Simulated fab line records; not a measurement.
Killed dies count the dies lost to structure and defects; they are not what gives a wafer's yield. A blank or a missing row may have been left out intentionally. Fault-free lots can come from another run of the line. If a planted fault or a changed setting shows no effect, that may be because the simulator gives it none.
fab line records	flow nandHarc
record lots=11	wafers=33	lastDay=24
route steps=1159 shown A_BONDPAD@1060 THIN_TSV@1150 END@1159
lots with no fault: from the same line, run without faults
startH: hours from the record's first day to the start of the lot's first wafer shown	waitH: how many hours have passed since the lot's step before this one	" as in the row above	L1.1+2: several wafers, shown together as one row	- either no value or no given start	* or withheld: withheld	< > ~ a bound
route shown NAME@n: a module of which the file shows steps, and the number in the route of the first	usual: the fault-free wafers' mean and standard deviation	same: alike in all rows	chamber/n: place in a boat	sites: per-site readings	_std_site: how widely they spread, as a standard deviation	_edge_site: the outer-site mean with the inner-site mean subtracted	radiusMm: for every site, how far away it sits from the centre of the wafer	mask NAME#n: copy n	behind: tool/chamber where the wafer was last shaped	hold: the reason the lot was held/the length of the hold in hours/how it ended	device: which transistor (n, p or np) failed to switch	end of line: tests of these same wafers at the route's end	for a step that has no rows: nothing shown but its recipe	killed: dies lost to structure and defects at the first sort, not the wafer's yield	map: a wafer's dies, x killed, . not, _ none there
set.NAME: the setting the step ran with; set.NAME@STEP: the setting that earlier step ran with	model.NAME: the simulator's own value behind a step, which no gauge read
route steps across a sampled set of lots; one table per step, one row per wafer
services: from which hour (startH, from the record's first day; less than 0 if before it) a tool's chamber was out of use, for how many hours, and why
## steps
# step NHARC_A_BONDPAD_CMP_29
# recipe targetThkNm=200	material=SiCN
# usual motorCurrentA=12.7/1.1
lot.wafer	tool	chamber	startH	waitH	motorCurrentA
L495.3	cmp-02	0	393.49	-	12.3
L495.1	"	1	"	"	9.9
L495.2	"	3	"	"	13.1
L496.3	cmp-01	1	413.22	-	13.6
L496.1	"	2	"	"	13.2
L496.4	"	3	"	"	12.2
L497.3	cmp-01	0	414.93	-	12.1
L497.5	"	0	"	"	12.2
L497.6	"	1	"	"	14.0
L499.4	cmp-02	3	421.42	-	12.6
L499.1	"	1	"	"	9.7
L499.5	"	3	"	"	13.7
L500.2	cmp-01	2	425.80	-	12.6
L500.4	"	3	"	"	12.7
L500.3	"	0	"	"	11.9
L501.4	cmp-01	3	430.82	-	13.4
L501.2	"	0	"	"	12.0
L501.3	"	1	"	"	13.8
L504.4	cmp-01	1	463.21	-	14.1
L504.2	"	2	"	"	12.7
L504.1	"	3	"	"	12.5
L508.1	cmp-01	0	469.68	-	11.5
L508.2	"	2	"	"	12.9
L508.4	"	3	"	"	13.3
L511.3	cmp-04	0	509.08	-	11.7
L511.6	"	3	"	"	13.0
L511.5	"	0	"	"	11.9
L512.4	cmp-04	0	536.24	-	11.4
L512.3	"	2	"	"	13.2
L512.5	"	0	"	"	11.4
L516.1	cmp-02	0	542.69	-	12.0
L516.4	"	2	"	"	13.3
L516.6	"	0	"	"	12.8
# step NHARC_THIN_TSV_DESCUM_35
# recipe timeS=3	o2FlowSccm=200	arFlowSccm=0	biasPowerW=0	chemistry=O2
# usual drypumpMotorCurrentA=5.6/0.52	oesProductAu=0.998/0.0071	rfVppV=57.8/0.93	showerheadPlenumPTorr=1.91/0.089	throttleValvePct=11.311/0.0088
# same biasPowerW=0
lot.wafer	tool	chamber	startH	waitH	drypumpMotorCurrentA	oesProductAu	rfHoursCounterH	rfVppV	showerheadPlenumPTorr	throttleValvePct
L495.1	rieDiel-02	0	418.79	-	5.4	1.004	5	56.4	1.84	11.316
L495.2	"	2	"	"	5.9	1.011	6	58.4	1.95	11.306
L495.3	"	3	"	"	5.9	1.003	6	58.8	2.03	11.313
L496.3	rieDiel-04	3	440.53	-	6.0	0.998	15	56.2	1.77	11.331
L496.4	"	1	"	"	5.0	1.001	15	58.8	1.93	11.307
L496.1	"	2	"	"	6.0	0.996	15	58.3	1.98	11.305
L497.3	rieDiel-04	3	442.04	-	6.0	0.987	15	57.5	1.77	11.305
L497.5	"	2	"	"	6.0	0.993	-	57.1	1.98	11.304
L497.6	"	3	"	"	5.9	0.998	-	57.8	1.77	11.303
L499.1	rieDiel-07	1	445.52	-	4.7	1.014	3	57.6	1.78	11.313
L499.4	"	2	"	"	6.4	1.006	3	58.5	2.02	11.310
L499.5	"	0	"	"	5.4	1.015	-	58.1	1.91	11.312
L500.3	rieDiel-04	0	446.79	-	5.3	0.997	14	56.6	1.91	11.320
L500.2	"	2	"	"	6.0	0.996	15	57.6	1.98	11.309
L500.4	"	3	"	"	5.9	0.992	15	55.7	1.77	11.310
L501.3	rieDiel-02	3	454.70	-	5.9	0.998	9	58.6	2.02	11.294
L501.2	"	0	"	"	5.4	0.990	8	58.8	1.84	11.302
L501.4	"	1	"	"	6.3	0.993	8	56.8	1.93	11.304
L504.2	rieDiel-07	1	486.50	-	4.7	0.994	5	58.8	1.78	11.304
L504.4	"	3	"	"	5.6	0.991	5	57.1	2.04	11.330
L504.1	"	0	"	"	5.4	1.009	5	57.9	1.91	11.296
L508.2	rieDiel-07	0	494.01	-	5.4	0.999	5	58.2	1.91	11.329
L508.1	"	1	"	"	4.7	0.995	5	57.9	1.78	11.312
L508.4	"	3	"	"	5.6	1.002	-	60.0	2.04	11.297
L511.3	rieDiel-02	3	531.69	-	5.9	1.006	2	57.8	2.02	11.318
L511.6	"	0	"	"	5.4	1.002	-	58.4	1.84	11.326
L511.5	"	1	"	"	6.4	1.009	-	57.5	1.93	11.312
L512.3	rieDiel-02	1	560.10	-	6.4	0.996	4	57.7	1.93	11.328
L512.4	"	2	"	"	5.8	1.006	4	57.3	1.95	11.307
L512.5	"	2	"	"	5.8	1.003	-	57.5	1.95	11.320
L516.1	rieDiel-04	1	564.63	-	5.0	1.001	12	58.7	1.92	11.301
L516.6	"	3	"	"	6.0	1.001	-	55.3	1.77	11.315
L516.4	"	1	"	"	5.0	0.997	-	58.0	1.92	11.302
# step NHARC_THIN_TSV_ETCH_59
# recipe targetDepthA=8800	icpW=900	biasW=100	Cl2_flow_sccm=60	bcl3FlowSccm=30	timeS=138.1	chemistry=Cl2/BCl3
# usual drypumpMotorCurrentA=5.7/0.32	oesProductAu=0.998/0.0078	rfFwdPowerW=895.6/3	throttleValvePct=22.264/0.0093
lot.wafer	tool	chamber	startH	waitH	drypumpMotorCurrentA	oesProductAu	rfFwdPowerW	rfHoursCounterH	throttleValvePct
L495.1	rieMetal-02	0	418.91	0.1	6.0	0.985	894.5	0.8	22.268
L495.2	"	1	"	"	5.9	0.997	895.1	0.8	22.266
L495.3	"	0	"	"	6.0	0.994	894.2	-	22.261
L496.1	rieMetal-01	1	440.67	0.1	4.9	1.004	895.1	2.5	22.261
L496.3	"	1	"	"	4.8	1.002	891.5	-	22.261
L496.4	"	0	"	"	5.7	1.014	896.8	-	22.244
L497.3	rieMetal-02	1	442.22	0.2	5.9	0.993	897.7	-	22.260
L497.5	"	1	"	"	5.9	1.000	887.7	-	22.275
L497.6	"	0	"	"	5.9	0.980	897.2	-	22.269
L499.1	rieMetal-02	0	445.67	0.1	5.9	0.994	898.7	1.5	22.269
L499.4	"	0	"	"	6.0	0.987	899.6	-	22.261
L499.5	"	1	"	"	6.0	1.004	898.6	-	22.265
L500.2	rieMetal-03	0	446.94	0.1	5.7	1.003	896.3	5.2	22.296
L500.4	"	0	"	"	5.7	0.995	894.8	-	22.267
L500.3	"	1	"	"	5.8	1.010	895.4	-	22.259
L501.2	rieMetal-02	1	454.90	0.2	5.9	1.015	894.1	-	22.259
L501.3	"	1	"	"	5.9	0.994	892.0	-	22.248
L501.4	"	1	"	"	5.9	1.002	895.7	-	22.259
L504.2	rieMetal-02	1	486.63	0.1	5.9	0.999	895.4	3.8	22.258
L504.1	"	0	"	"	5.9	0.991	894.1	1.7	22.244
L504.4	"	1	"	"	5.9	1.005	897.4	-	22.261
L508.2	rieMetal-01	0	494.16	0.1	5.7	1.014	896.3	3.9	22.262
L508.1	"	1	"	"	4.9	0.984	896.4	3.9	22.265
L508.4	"	0	"	"	5.7	1.004	898.6	-	22.281
L511.3	rieMetal-01	0	531.85	0.1	5.7	0.991	896.2	-	22.274
L511.6	"	0	"	"	5.7	0.998	894.5	-	22.269
L511.5	"	1	"	"	4.9	0.989	896.8	-	22.250
L512.3	rieMetal-01	0	560.30	0.2	5.7	1.000	892.2	-	22.262
L512.4	"	1	"	"	4.8	0.991	890.6	-	22.263
L512.5	"	0	"	"	5.7	0.997	893.2	-	22.277
L516.1	rieMetal-02	1	564.82	0.2	5.9	1.005	896.4	6.2	22.255
L516.4	"	0	"	"	6.0	0.986	899.3	-	22.268
L516.6	"	1	"	"	5.9	1.006	897.6	-	22.258
# step NHARC_THIN_TSV_STRIP_56
# recipe powerW=1500	tempC=250	chemistry=O2
# usual drypumpMotorCurrentA=5.58/0.15	heaterPowerW=308/30	tempC=250.05/0.17
lot.wafer	tool	chamber	startH	waitH	drypumpMotorCurrentA	heaterPowerW	rfHoursCounterH	tempC
L495.1	plasmaAsher-02	0	419.48	0.3	5.53	291	14	250.15
L495.2	"	1	"	"	5.45	306	14	249.84
L495.3	"	0	"	"	5.49	289	-	250.19
L496.1	plasmaAsher-01	1	441.03	0.1	5.83	305	56	250.31
L496.4	"	1	"	"	5.84	305	-	250.03
L496.3	"	0	"	"	5.57	373	-	249.98
L497.3	plasmaAsher-02	0	442.66	0.2	5.51	286	-	249.88
L497.6	"	1	"	"	5.43	305	-	250.38
L497.5	"	0	"	"	5.54	286	-	249.97
L499.1	plasmaAsher-01	1	446.05	0.2	5.86	308	58	249.94
L499.4	"	0	"	"	5.59	370	-	250.13
L499.5	"	0	"	"	5.58	364	-	250.20
L500.2	plasmaAsher-02	0	447.41	0.1	5.56	287	26	250.00
L500.4	"	1	"	"	5.45	301	-	249.98
L500.3	"	0	"	"	5.53	293	-	249.98
L501.2	plasmaAsher-02	0	455.60	0.3	5.50	290	30	250.18
L501.3	"	0	"	"	5.58	285	-	249.92
L501.4	"	1	"	"	5.45	296	-	250.02
L504.1	plasmaAsher-01	1	486.99	0.1	5.84	287	8	250.16
L504.2	"	0	"	"	5.56	367	8	249.94
L504.4	"	0	"	"	5.59	357	-	249.81
L508.1	plasmaAsher-02	1	494.52	0.1	5.45	304	42	249.63
L508.2	"	0	"	"	5.52	291	42	250.06
L508.4	"	0	"	"	5.54	285	-	249.69
L511.3	plasmaAsher-01	1	532.23	0.2	5.85	287	-	249.91
L511.5	"	1	"	"	5.87	292	-	249.72
L511.6	"	0	"	"	5.59	361	-	250.42
L512.3	plasmaAsher-02	0	560.69	0.2	5.49	283	-	249.98
L512.4	"	1	"	"	5.44	310	-	249.89
L512.5	"	0	"	"	5.48	289	-	250.11
L516.1	plasmaAsher-01	1	565.14	0.1	5.84	290	32	249.98
L516.4	"	0	"	"	5.55	366	-	250.08
L516.6	"	1	"	"	5.84	284	-	249.93
# step NHARC_END_SORT_01
# recipe tempC=25
# usual defectLimitedYield=95.4/1.4	killedAtArray=27/10	killedAtOther=0.6/1	killedAtPeriphery=3.4/2.7	killedDies=31/9.7	killedOpen=3.4/1.7	killedShort=2.2/1.5	sort_bin_2_pct=1.4/0.57	sort_bin_3_pct=0.25/0.23	sort_bin_4_pct=3.0/0.94	sortNPass=646/9.7	sortRimYieldPct=95.3/3	sortYieldPct=95.4/1.4
# same grossDies=677	sort_bin_5_pct[%]=0	sort_bin_6_pct[%]=0	sort_bin_7_pct[%]=0	sort_bin_8_pct[%]=0	sortRimNGross=106.00
lot.wafer	tool	chamber	startH	waitH	defectLimitedYield[%]	killedAtArray	killedAtOther	killedAtPeriphery	killedDies	killedOpen	killedShort	sort_bin_2_pct[%]	sort_bin_3_pct[%]	sort_bin_4_pct[%]	sortNPass	sortRimYieldPct[%]	sortYieldPct[%]
L495.1	prober-01	0	428.51	2.5	95.0	30	1	3	34	5	1	1.0	0.15	3.8	643	93.4	95.0
L495.2	prober-01	0	429.32	2.8	94.4	33	4	1	38	2	2	2.1	0.15	3.4	639	96.2	94.4
L495.3	prober-01	0	430.13	3.1	94.8	33	1	1	35	3	0	2.5	0.30	2.4	642	90.6	94.8
L496.1	prober-01	0	450.38	2.5	95.3	29	1	2	32	3	4	1.8	0.44	2.5	645	95.3	95.3
L496.3	prober-01	0	451.99	3.1	95.1	29	0	4	33	1	6	1.5	0.74	2.7	644	98.1	95.1
L496.4	prober-01	0	452.79	3.4	95.1	28	0	5	33	4	2	1.5	0.44	3.0	644	90.6	95.1
L497.3	prober-01	0	459.75	3.1	96.0	16	1	10	27	4	3	1.2	0.15	2.7	650	95.3	96.0
L497.5	prober-01	0	461.33	3.7	95.7	20	3	6	29	4	3	0.9	0.15	3.2	648	97.2	95.7
L497.6	prober-01	0	462.12	4.0	96.6	17	1	5	23	2	4	0.7	0.44	2.2	654	98.1	96.6
L499.1	prober-01	0	465.92	2.5	95.3	28	0	4	32	3	4	1.6	0.30	2.8	645	93.4	95.3
L499.4	prober-01	0	468.31	3.4	95.4	27	1	3	31	2	1	1.2	0	3.4	646	94.3	95.4
L499.5	prober-01	0	469.11	3.7	96.0	25	0	2	27	2	3	1.3	0.15	2.5	650	94.3	96.0
L500.2	prober-02	0	466.91	2.8	95.4	22	0	9	31	4	3	0.6	0	4.0	646	97.2	95.4
L500.3	prober-02	0	467.72	3.1	94.7	27	0	9	36	4	0	1.6	0.30	3.4	641	90.6	94.7
L500.4	prober-02	0	468.52	3.4	95.0	31	0	3	34	3	2	1.2	0.44	3.4	643	95.3	95.0
L501.2	prober-01	0	474.52	2.8	94.1	39	0	1	40	2	4	1.0	0.74	4.1	637	96.2	94.1
L501.3	prober-01	0	475.32	3.1	94.7	31	0	5	36	5	1	1.8	0.15	3.4	641	97.2	94.7
L501.4	prober-01	0	476.13	3.4	94.4	34	1	3	38	3	4	1.5	0.15	4.0	639	91.5	94.4
L504.1	prober-02	0	494.06	2.5	25.1	504	1	2	507	3	0	31.2	7.98	35.7	170	23.6	25.1
L504.2	prober-02	0	494.85	2.8	23.8	512	1	3	516	1	2	31.9	7.53	36.8	161	28.3	23.8
L504.4	prober-02	0	496.42	3.4	27.9	487	0	1	488	3	1	31.3	5.61	35.2	189	27.4	27.9
L508.1	prober-02	0	502.81	2.5	23.8	516	0	0	516	0	0	35.0	5.61	35.6	161	20.8	23.8
L508.2	prober-02	0	503.62	2.8	25.1	507	0	0	507	1	2	27.9	7.68	39.3	170	34.0	25.1
L508.4	prober-02	0	505.23	3.4	25.7	501	0	2	503	1	3	33.4	6.79	34.1	174	28.3	25.7
L511.3	prober-02	0	542.27	3.1	95.4	30	0	1	31	2	2	1.2	0.44	3.0	646	95.3	95.4
L511.5	prober-02	0	543.88	3.7	95.7	25	2	2	29	2	2	1.2	0.59	2.5	648	97.2	95.7
L511.6	prober-02	0	544.68	4.0	95.0	32	1	1	34	6	2	1.0	0.15	3.8	643	93.4	95.0
L512.3	prober-01	0	572.28	3.1	92.0	52	0	2	54	5	6	2.2	0.30	5.5	623	91.5	92.0
L512.4	prober-01	0	573.07	3.4	93.9	39	1	1	41	1	3	2.1	0.59	3.4	636	93.4	93.9
L512.5	prober-01	0	573.86	3.7	92.0	52	0	2	54	2	4	2.5	0.44	5.0	623	95.3	92.0
L516.1	prober-01	0	578.44	2.5	96.8	16	0	6	22	3	3	1.2	0	2.1	655	95.3	96.8
L516.4	prober-01	0	580.86	3.4	95.9	22	0	6	28	6	2	1.0	0.15	3.0	649	93.4	95.9
L516.6	prober-01	0	582.48	4.0	96.9	16	1	4	21	2	1	1.0	0	2.1	656	97.2	96.9
# killed by level:class
L495.1 A_CHANNEL_HOLE_D1:chamberFilmFlake=11 A_SLIT:chamberFilmFlake=6 A_SGD_CUT:chamberFilmFlake=3 A_CONTACT:geometricParticle:open=2 A_M0:geometricParticle:open=2 P_STI:chamberFilmFlake=2 A_CONTACT:chamberFilmFlake=2 A_WL_FILL:geometricParticle:open=1
L495.2 A_CHANNEL_HOLE_D1:chamberFilmFlake=12 A_SLIT:chamberFilmFlake=7 A_CONTACT:chamberFilmFlake=4 THIN_TSV:chamberFilmFlake=4 A_STAIRCASE:chamberFilmFlake=3 A_SGD_CUT:chamberFilmFlake=3 A_CONTACT:geometricParticle:open=2 A_WL_FILL:geometricParticle:short=1
L495.3 A_CHANNEL_HOLE_D1:chamberFilmFlake=12 A_SLIT:chamberFilmFlake=8 A_SGD_CUT:chamberFilmFlake=5 A_CONTACT:chamberFilmFlake=3 A_ONON_D1:geometricParticle:open=2 A_M1:geometricParticle:open=1 P_GATE:chamberFilmFlake=1 A_ZERO_WELL:chamberFilmFlake=1
L496.1 A_CHANNEL_HOLE_D1:chamberFilmFlake=11 A_SLIT:chamberFilmFlake=8 A_WL_FILL:geometricParticle:short=4 A_STAIRCASE:chamberFilmFlake=3 P_GATE:geometricParticle:open=1 P_CONTACT:geometricParticle:open=1 A_SOURCE_PLATE:geometricParticle:open=1 A_WL_FILL:chamberFilmFlake=1
L496.3 A_CHANNEL_HOLE_D1:chamberFilmFlake=13 A_SLIT:chamberFilmFlake=7 A_WL_FILL:geometricParticle:short=3 A_STAIRCASE:chamberFilmFlake=2 A_WL_FILL:chamberFilmFlake=2 P_GATE:geometricParticle:short=1 P_M2:geometricParticle:open=1 A_ONON_D1:geometricParticle:short=1
L496.4 A_CHANNEL_HOLE_D1:chamberFilmFlake=12 A_SLIT:chamberFilmFlake=9 A_STAIRCASE:chamberFilmFlake=2 A_WL_FILL:chamberFilmFlake=2 P_STI:geometricParticle:open=1 P_M0:geometricParticle:open=1 P_M0:geometricParticle:short=1 P_M1:geometricParticle:open=1
L497.3 A_STAIRCASE:chamberFilmFlake=6 A_CHANNEL_HOLE_D1:chamberFilmFlake=3 P_GATE:chamberFilmFlake=2 P_CONTACT:chamberFilmFlake=2 A_SLIT:chamberFilmFlake=2 A_CONTACT:chamberFilmFlake=2 P_GATE:geometricParticle:open=1 P_CONTACT:geometricParticle:short=1
L497.5 A_STAIRCASE:chamberFilmFlake=10 P_CONTACT:chamberFilmFlake=3 A_CONTACT:chamberFilmFlake=3 THIN_TSV:chamberFilmFlake=3 A_WL_FILL:geometricParticle:short=2 A_CONTACT:geometricParticle:open=2 P_GATE:geometricParticle:short=1 P_M1:geometricParticle:open=1
L497.6 A_STAIRCASE:chamberFilmFlake=6 A_SLIT:chamberFilmFlake=5 P_CONTACT:chamberFilmFlake=4 A_WL_FILL:geometricParticle:short=2 P_M0:geometricParticle:short=1 A_CHANNEL_FILL_D1:geometricParticle:short=1 A_CONTACT:geometricParticle:open=1 A_BLC:geometricParticle:open=1
L499.1 A_SLIT:chamberFilmFlake=8 A_STAIRCASE:chamberFilmFlake=7 A_WL_FILL:chamberFilmFlake=5 A_CONTACT:chamberFilmFlake=2 P_GATE:geometricParticle:open=1 P_M1:geometricParticle:open=1 P_M1:geometricParticle:short=1 A_ONON_D1:geometricParticle:short=1
L500.2 A_CHANNEL_HOLE_D1:chamberFilmFlake=14 P_ZERO_WELL:chamberFilmFlake=6 A_ONON_D1:geometricParticle:short=2 P_STI:geometricParticle:short=1 P_M0:geometricParticle:open=1 A_WL_FILL:geometricParticle:open=1 A_CONTACT:geometricParticle:open=1 A_M1:geometricParticle:open=1
L500.3 A_CHANNEL_HOLE_D1:chamberFilmFlake=16 P_ZERO_WELL:chamberFilmFlake=9 A_CHANNEL_FILL_D1:chamberFilmFlake=2 A_STAIRCASE:chamberFilmFlake=2 A_SLIT:chamberFilmFlake=2 A_ONON_D1:geometricParticle:open=1 A_CONTACT:geometricParticle:open=1 A_BLC:geometricParticle:open=1
L499.4 A_WL_FILL:chamberFilmFlake=9 A_STAIRCASE:chamberFilmFlake=7 A_SLIT:chamberFilmFlake=5 A_CHANNEL_HOLE_D1:chamberFilmFlake=4 A_WL_FILL:geometricParticle:short=1 A_M0:geometricParticle:open=1 P_ZERO_WELL:chamberFilmFlake=1 P_STI:chamberFilmFlake=1
L500.4 A_CHANNEL_HOLE_D1:chamberFilmFlake=20 P_ZERO_WELL:chamberFilmFlake=2 A_CHANNEL_FILL_D1:chamberFilmFlake=2 A_M0:chamberFilmFlake=2 A_ONON_D1:geometricParticle:open=1 A_ONON_D1:geometricParticle:short=1 A_M0:geometricParticle:open=1 A_M1:geometricParticle:short=1
L499.5 A_SLIT:chamberFilmFlake=13 A_STAIRCASE:chamberFilmFlake=4 A_CHANNEL_FILL_D1:geometricParticle:short=2 A_CHANNEL_HOLE_D1:chamberFilmFlake=2 P_GATE:geometricParticle:open=1 A_CONTACT:geometricParticle:short=1 A_BLC:geometricParticle:open=1 P_GATE:chamberFilmFlake=1
L501.2 A_CHANNEL_HOLE_D1:chamberFilmFlake=12 A_SLIT:chamberFilmFlake=9 A_STAIRCASE:chamberFilmFlake=6 A_CONTACT:chamberFilmFlake=4 A_CONTACT:geometricParticle:short=2 P_M0:geometricParticle:open=1 A_CHANNEL_FILL_D1:geometricParticle:short=1 A_CONTACT:geometricParticle:open=1
L501.3 A_CHANNEL_HOLE_D1:chamberFilmFlake=16 A_SLIT:chamberFilmFlake=5 A_CONTACT:chamberFilmFlake=4 A_CONTACT:geometricParticle:open=2 P_STI:chamberFilmFlake=2 P_CONTACT:geometricParticle:open=1 P_M0:geometricParticle:short=1 A_CHANNEL_FILL_D1:geometricParticle:open=1
L501.4 A_CHANNEL_HOLE_D1:chamberFilmFlake=17 A_SLIT:chamberFilmFlake=8 A_CONTACT:geometricParticle:short=2 A_STAIRCASE:chamberFilmFlake=2 A_CONTACT:chamberFilmFlake=2 P_M1:geometricParticle:open=1 A_SGD_CUT:geometricParticle:short=1 A_CONTACT:geometricParticle:open=1
L504.1 A_BONDPAD:unspecified=486 A_CHANNEL_HOLE_D1:chamberFilmFlake=10 A_STAIRCASE:chamberFilmFlake=4 A_CONTACT:chamberFilmFlake=2 P_M0:geometricParticle:open=1 A_SGD_CUT:geometricParticle:open=1 A_CONTACT:geometricParticle:open=1 P_BONDPAD:chamberFilmFlake=1
L504.2 A_BONDPAD:unspecified=497 A_CHANNEL_HOLE_D1:chamberFilmFlake=8 A_STAIRCASE:chamberFilmFlake=2 A_CONTACT:chamberFilmFlake=2 P_CONTACT:geometricParticle:open=1 P_M0:geometricParticle:short=1 A_M0:geometricParticle:short=1 P_STI:chamberFilmFlake=1
L504.4 A_BONDPAD:unspecified=469 A_CHANNEL_HOLE_D1:chamberFilmFlake=10 A_BLC:geometricParticle:open=2 A_CONTACT:chamberFilmFlake=2 A_STAIRCASE:geometricParticle:short=1 A_WL_FILL:geometricParticle:open=1 P_M0:chamberFilmFlake=1 A_STAIRCASE:chamberFilmFlake=1
L508.1 A_BONDPAD:unspecified=509 A_CHANNEL_HOLE_D1:chamberFilmFlake=3 A_STAIRCASE:chamberFilmFlake=2 A_SLIT:chamberFilmFlake=1 A_CONTACT:chamberFilmFlake=1
L508.2 A_BONDPAD:unspecified=495 A_CONTACT:chamberFilmFlake=4 A_STAIRCASE:chamberFilmFlake=3 A_WL_FILL:geometricParticle:short=2 A_CONTACT:geometricParticle:open=1 A_ZERO_WELL:chamberFilmFlake=1 A_CHANNEL_HOLE_D1:chamberFilmFlake=1
L508.4 A_BONDPAD:unspecified=492 A_CHANNEL_FILL_D1:geometricParticle:short=3 A_SLIT:chamberFilmFlake=3 P_M2:geometricParticle:open=1 P_GATE:chamberFilmFlake=1 A_CHANNEL_HOLE_D1:chamberFilmFlake=1 A_STAIRCASE:chamberFilmFlake=1 A_CONTACT:chamberFilmFlake=1
L511.3 A_CHANNEL_HOLE_D1:chamberFilmFlake=22 A_CONTACT:chamberFilmFlake=2 A_M1:chamberFilmFlake=2 P_CONTACT:geometricParticle:short=1 A_SGD_CUT:geometricParticle:open=1 A_WL_FILL:geometricParticle:short=1 A_BLC:geometricParticle:open=1 A_STAIRCASE:chamberFilmFlake=1
L511.5 A_CHANNEL_HOLE_D1:chamberFilmFlake=16 A_ZERO_WELL:chamberFilmFlake=2 A_CONTACT:chamberFilmFlake=2 A_M1:chamberFilmFlake=2 THIN_TSV:chamberFilmFlake=2 P_GATE:geometricParticle:short=1 P_GATE:geometricParticle:open=1 A_ONON_D1:geometricParticle:short=1
L511.6 A_CHANNEL_HOLE_D1:chamberFilmFlake=14 A_CONTACT:chamberFilmFlake=4 A_M1:chamberFilmFlake=4 A_ONON_D1:geometricParticle:short=2 A_CONTACT:geometricParticle:open=2 A_STAIRCASE:chamberFilmFlake=2 P_M0:geometricParticle:open=1 A_ONON_D1:geometricParticle:open=1
L512.3 A_CHANNEL_HOLE_D1:chamberFilmFlake=16 A_SLIT:chamberFilmFlake=16 A_CONTACT:chamberFilmFlake=5 A_BLC:geometricParticle:open=3 A_ONON_D1:geometricParticle:short=2 A_CHANNEL_FILL_D1:geometricParticle:short=2 A_CONTACT:geometricParticle:open=2 A_STAIRCASE:chamberFilmFlake=2
L512.4 A_CHANNEL_HOLE_D1:chamberFilmFlake=18 A_SLIT:chamberFilmFlake=12 A_CONTACT:chamberFilmFlake=4 A_CHANNEL_FILL_D1:geometricParticle:open=1 A_CHANNEL_FILL_D1:geometricParticle:short=1 A_M0:geometricParticle:short=1 STARTING-WAFER:geometricParticle:short=1 P_M1:chamberFilmFlake=1
L512.5 A_CHANNEL_HOLE_D1:chamberFilmFlake=24 A_CONTACT:chamberFilmFlake=10 A_SLIT:chamberFilmFlake=9 A_STAIRCASE:chamberFilmFlake=2 A_ONON_D1:geometricParticle:short=1 A_CHANNEL_FILL_D1:geometricParticle:short=1 A_CHANNEL_FILL_D1:geometricParticle:open=1 A_STAIRCASE:geometricParticle:short=1
L516.1 A_CHANNEL_HOLE_D1:chamberFilmFlake=6 A_CONTACT:chamberFilmFlake=5 P_GATE:chamberFilmFlake=4 A_ONON_D1:geometricParticle:short=2 A_ONON_D1:geometricParticle:open=2 P_M0:geometricParticle:open=1 P_M0:geometricParticle:short=1 A_STAIRCASE:chamberFilmFlake=1
L516.4 A_CHANNEL_HOLE_D1:chamberFilmFlake=7 P_GATE:chamberFilmFlake=4 A_CONTACT:chamberFilmFlake=2 A_STAIRCASE:chamberFilmFlake=2 A_WL_FILL:chamberFilmFlake=2 P_CONTACT:geometricParticle:short=1 A_ONON_D1:geometricParticle:short=1 A_ONON_D1:geometricParticle:open=1
L516.6 A_CHANNEL_HOLE_D1:chamberFilmFlake=9 A_CONTACT:chamberFilmFlake=5 P_ZERO_WELL:chamberFilmFlake=2 P_M0:geometricParticle:open=1 A_CHANNEL_FILL_D1:geometricParticle:short=1 STARTING-WAFER:geometricParticle:open=1 P_M0:chamberFilmFlake=1 A_STAIRCASE:chamberFilmFlake=1
## services
tool	chamber	startH	hours	kind
cmp-01	-	375.57	4.0	pm
rieMetal-02	-	388.00	9.0	pm
plasmaAsher-01	-	393.09	0.4	repair
rieDiel-02	1	396.42	7.7	repair
cmp-02	-	399.22	1.4	repair
rieDiel-07	-	405.27	9.0	pm
rieDiel-02	0	408.33	7.3	repair
plasmaAsher-01	-	415.83	0.7	repair
rieMetal-01	1	435.40	1.7	repair
cmp-01	-	440.55	3.1	repair
rieMetal-02	0	445.99	31.9	repair
plasmaAsher-01	-	453.00	9.0	pm
rieDiel-04	2	456.85	3.1	repair
plasmaAsher-02	-	461.84	5.1	repair
rieDiel-04	-	466.09	9.0	pm
cmp-01	-	473.57	4.0	pm
rieDiel-04	2	490.01	6.0	repair
rieDiel-04	0	495.67	81.4	repair
rieDiel-02	-	504.91	9.0	pm
rieMetal-01	-	509.00	9.0	pm
plasmaAsher-01	-	521.08	10.2	repair
plasmaAsher-02	-	537.35	9.0	pm
rieMetal-02	0	547.92	5.7	repair
rieMetal-02	-	565.00	9.0	pm
## key
firstSign step=NHARC_END_SORT_01	reading=defectLimitedYield	direction=down	sigmas=49	usual=95.4	struck=25.2
effect step=NHARC_END_SORT_01	reading=killedDies	direction=up	sigmas=49	usual=31	struck=506
moreKillsBornAt NHARC_A_BONDPAD_CMP_29@cmp-01=2948
metAt NHARC_A_BONDPAD_CMP_29
struckLots L504,L508
notActingAt NHARC_THIN_TSV_DESCUM_35,NHARC_THIN_TSV_ETCH_59,NHARC_THIN_TSV_STRIP_56
onsetBetween 430.82 463.21
fault kind=chamberParticleSource	tool=cmp-01	chamber=-	onsetH=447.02	steps=NHARC_A_BONDPAD_CMP_29	ratePerVisitCm2=1.5176	endH=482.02
